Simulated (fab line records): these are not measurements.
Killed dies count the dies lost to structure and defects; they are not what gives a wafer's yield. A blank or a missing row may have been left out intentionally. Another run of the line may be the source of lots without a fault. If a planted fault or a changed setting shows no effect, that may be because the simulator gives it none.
Split-lot experiment || flow n5_finfet || 39 wafers read across 7 lots, on a route 1938 steps long

== ON THE SPLIT ==
At N5_ZERO_LAYER_DEVELOP_10 (develop time 60 s), the setting develop_time_s was moved away from the recipe's 60 s on 12 of the 39 wafers read, by -57.4% to +43.2%. The other wafers ran this setting at the recipe's value.

== BETWEEN THE SPLIT AND THE READING: the file shows 1 step in between ==
- N5_ZERO_LAYER_HARDBAKE_23: time 120 s

== THE READING ==
cd_nm (nm) at N5_ZERO_LAYER_CD_MEAS_11, where the cd target is 2000 nm. On this fab line, fault-free wafers typically give 2000.1 nm with a standard deviation of 1.9 nm.

{"wafer": "L074.1", "tool, chamber at the split": "litho_track-01, 0", "develop_time_s as run, s": 60, "against the recipe": "recipe", "cd_nm, nm": 1998.6, "against lot-mates on the recipe": "-"}
{"wafer": "L074.2", "tool, chamber at the split": "litho_track-01, 0", "develop_time_s as run, s": 60, "against the recipe": "recipe", "cd_nm, nm": 1999.6, "against lot-mates on the recipe": "-"}
{"wafer": "L074.5", "tool, chamber at the split": "litho_track-01, 0", "develop_time_s as run, s": 60, "against the recipe": "recipe", "cd_nm, nm": 2000.6, "against lot-mates on the recipe": "-"}
{"wafer": "L077.1", "tool, chamber at the split": "litho_track-05, 0", "develop_time_s as run, s": 60, "against the recipe": "recipe", "cd_nm, nm": 1998.8, "against lot-mates on the recipe": "-"}
{"wafer": "L077.2", "tool, chamber at the split": "litho_track-05, 0", "develop_time_s as run, s": 85.94, "against the recipe": "+43.2%", "cd_nm, nm": 2004.6, "against lot-mates on the recipe": "+3.8"}
{"wafer": "L077.3", "tool, chamber at the split": "litho_track-05, 0", "develop_time_s as run, s": 85.94, "against the recipe": "+43.2%", "cd_nm, nm": 2010.0, "against lot-mates on the recipe": "+9.2"}
{"wafer": "L077.4", "tool, chamber at the split": "litho_track-05, 0", "develop_time_s as run, s": 60, "against the recipe": "recipe", "cd_nm, nm": 1999.6, "against lot-mates on the recipe": "-"}
{"wafer": "L077.5", "tool, chamber at the split": "litho_track-05, 0", "develop_time_s as run, s": 85.94, "against the recipe": "+43.2%", "cd_nm, nm": 2006.7, "against lot-mates on the recipe": "+5.9"}
{"wafer": "L077.6", "tool, chamber at the split": "litho_track-05, 0", "develop_time_s as run, s": 60, "against the recipe": "recipe", "cd_nm, nm": 2003.9, "against lot-mates on the recipe": "-"}
{"wafer": "L083.1", "tool, chamber at the split": "litho_track-05, 0", "develop_time_s as run, s": 60, "against the recipe": "recipe", "cd_nm, nm": 2000.4, "against lot-mates on the recipe": "-"}
{"wafer": "L083.2", "tool, chamber at the split": "litho_track-05, 0", "develop_time_s as run, s": 30.16, "against the recipe": "-49.7%", "cd_nm, nm": 1988.9, "against lot-mates on the recipe": -10.7}
{"wafer": "L083.3", "tool, chamber at the split": "litho_track-05, 0", "develop_time_s as run, s": 30.16, "against the recipe": "-49.7%", "cd_nm, nm": 1983.6, "against lot-mates on the recipe": -16.0}
{"wafer": "L083.4", "tool, chamber at the split": "litho_track-05, 0", "develop_time_s as run, s": 60, "against the recipe": "recipe", "cd_nm, nm": 1999.7, "against lot-mates on the recipe": "-"}
{"wafer": "L083.5", "tool, chamber at the split": "litho_track-05, 0", "develop_time_s as run, s": 30.16, "against the recipe": "-49.7%", "cd_nm, nm": 1984.7, "against lot-mates on the recipe": -14.9}
{"wafer": "L083.6", "tool, chamber at the split": "litho_track-05, 0", "develop_time_s as run, s": 60, "against the recipe": "recipe", "cd_nm, nm": 1998.6, "against lot-mates on the recipe": "-"}
{"wafer": "L085.1", "tool, chamber at the split": "litho_track-03, 0", "develop_time_s as run, s": 60, "against the recipe": "recipe", "cd_nm, nm": 1999.9, "against lot-mates on the recipe": "-"}
{"wafer": "L085.2", "tool, chamber at the split": "litho_track-03, 0", "develop_time_s as run, s": 60, "against the recipe": "recipe", "cd_nm, nm": 2002.0, "against lot-mates on the recipe": "-"}
{"wafer": "L085.3", "tool, chamber at the split": "litho_track-03, 0", "develop_time_s as run, s": 60, "against the recipe": "recipe", "cd_nm, nm": 1999.2, "against lot-mates on the recipe": "-"}
{"wafer": "L085.4", "tool, chamber at the split": "litho_track-03, 0", "develop_time_s as run, s": 60, "against the recipe": "recipe", "cd_nm, nm": 2001.2, "against lot-mates on the recipe": "-"}
{"wafer": "L085.5", "tool, chamber at the split": "litho_track-03, 0", "develop_time_s as run, s": 60, "against the recipe": "recipe", "cd_nm, nm": 2000.1, "against lot-mates on the recipe": "-"}
{"wafer": "L085.6", "tool, chamber at the split": "litho_track-03, 0", "develop_time_s as run, s": 60, "against the recipe": "recipe", "cd_nm, nm": 2002.4, "against lot-mates on the recipe": "-"}
{"wafer": "L091.1", "tool, chamber at the split": "litho_track-01, 0", "develop_time_s as run, s": 60, "against the recipe": "recipe", "cd_nm, nm": 1996.8, "against lot-mates on the recipe": "-"}
{"wafer": "L091.2", "tool, chamber at the split": "litho_track-01, 0", "develop_time_s as run, s": 60, "against the recipe": "recipe", "cd_nm, nm": 1999.6, "against lot-mates on the recipe": "-"}
{"wafer": "L091.3", "tool, chamber at the split": "litho_track-01, 0", "develop_time_s as run, s": 60, "against the recipe": "recipe", "cd_nm, nm": 1996.2, "against lot-mates on the recipe": "-"}
{"wafer": "L091.4", "tool, chamber at the split": "litho_track-01, 0", "develop_time_s as run, s": 60, "against the recipe": "recipe", "cd_nm, nm": 1998.0, "against lot-mates on the recipe": "-"}
{"wafer": "L091.5", "tool, chamber at the split": "litho_track-01, 0", "develop_time_s as run, s": 60, "against the recipe": "recipe", "cd_nm, nm": 1998.8, "against lot-mates on the recipe": "-"}
{"wafer": "L091.6", "tool, chamber at the split": "litho_track-01, 0", "develop_time_s as run, s": 60, "against the recipe": "recipe", "cd_nm, nm": 2001.4, "against lot-mates on the recipe": "-"}
{"wafer": "L094.1", "tool, chamber at the split": "litho_track-03, 0", "develop_time_s as run, s": 50.76, "against the recipe": "-15.4%", "cd_nm, nm": 1998.3, "against lot-mates on the recipe": -4.2}
{"wafer": "L094.2", "tool, chamber at the split": "litho_track-03, 0", "develop_time_s as run, s": 50.76, "against the recipe": "-15.4%", "cd_nm, nm": 1998.3, "against lot-mates on the recipe": -4.2}
{"wafer": "L094.3", "tool, chamber at the split": "litho_track-03, 0", "develop_time_s as run, s": 50.76, "against the recipe": "-15.4%", "cd_nm, nm": 1997.6, "against lot-mates on the recipe": -4.9}
{"wafer": "L094.4", "tool, chamber at the split": "litho_track-03, 0", "develop_time_s as run, s": 60, "against the recipe": "recipe", "cd_nm, nm": 2001.3, "against lot-mates on the recipe": "-"}
{"wafer": "L094.5", "tool, chamber at the split": "litho_track-03, 0", "develop_time_s as run, s": 60, "against the recipe": "recipe", "cd_nm, nm": 2002.5, "against lot-mates on the recipe": "-"}
{"wafer": "L094.6", "tool, chamber at the split": "litho_track-03, 0", "develop_time_s as run, s": 60, "against the recipe": "recipe", "cd_nm, nm": 2003.7, "against lot-mates on the recipe": "-"}
{"wafer": "L097.1", "tool, chamber at the split": "litho_track-05, 0", "develop_time_s as run, s": 60, "against the recipe": "recipe", "cd_nm, nm": 1997.0, "against lot-mates on the recipe": "-"}
{"wafer": "L097.2", "tool, chamber at the split": "litho_track-05, 0", "develop_time_s as run, s": 25.58, "against the recipe": "-57.4%", "cd_nm, nm": 1979.9, "against lot-mates on the recipe": -17.2}
{"wafer": "L097.3", "tool, chamber at the split": "litho_track-05, 0", "develop_time_s as run, s": 25.58, "against the recipe": "-57.4%", "cd_nm, nm": 1981.7, "against lot-mates on the recipe": -15.4}
{"wafer": "L097.4", "tool, chamber at the split": "litho_track-05, 0", "develop_time_s as run, s": 25.58, "against the recipe": "-57.4%", "cd_nm, nm": 1978.0, "against lot-mates on the recipe": -19.1}
{"wafer": "L097.5", "tool, chamber at the split": "litho_track-05, 0", "develop_time_s as run, s": 60, "against the recipe": "recipe", "cd_nm, nm": 1997.7, "against lot-mates on the recipe": "-"}
{"wafer": "L097.6", "tool, chamber at the split": "litho_track-05, 0", "develop_time_s as run, s": 60, "against the recipe": "recipe", "cd_nm, nm": 1996.7, "against lot-mates on the recipe": "-"}

THE FIT
A straight line over all 39 wafers: cd_nm changes by +0.272 nm for each +1% of develop_time_s; r = +0.93; the points scatter about the line by 2.7 nm.
The same after taking each lot's own level away (the mean of its wafers on the recipe; 39 wafers): +0.249 nm for each +1%; r = +0.95; scatter 2.1 nm.
Per that fit: largest develop_time_s move, reading shift of 14 nm.
The span of the lots' own levels, 1997.13 to 2002.50 nm, comes to 2.8 times the standard deviation stated above.
Consequently the slope shifts little with the lot-to-lot level, the two slopes agreeing.
Check: with one of the wafers moved furthest among these (-57.4%) left out of the fit, the line predicts -14.7 nm for it against its lot-mates. Against them it came out at -17.2 nm.

== THE WHOLE CHAIN: every reading that the file lists as answering this split, in the file's order ==
{"step": "N5_ZERO_LAYER_CD_MEAS_11", "what it does": "target cd 2000 nm", "reading": "cd_nm", "change (the file's fit)": "+0.257 nm for each +1% of the setting", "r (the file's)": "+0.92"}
{"step": "N5_ZERO_LAYER_DESCUM_16", "what it does": "chemistry O2, time 7.9 s", "reading": "ZERO_LAYER.cd_nm (the simulator's own value, which no gauge read)", "change (the file's fit)": "+0.259 nm for each +1% of the setting", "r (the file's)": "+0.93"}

== THE FILE'S OWN FIT ==
cd_nm changes by +0.257 nm for each +1% of develop_time_s, r = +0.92.
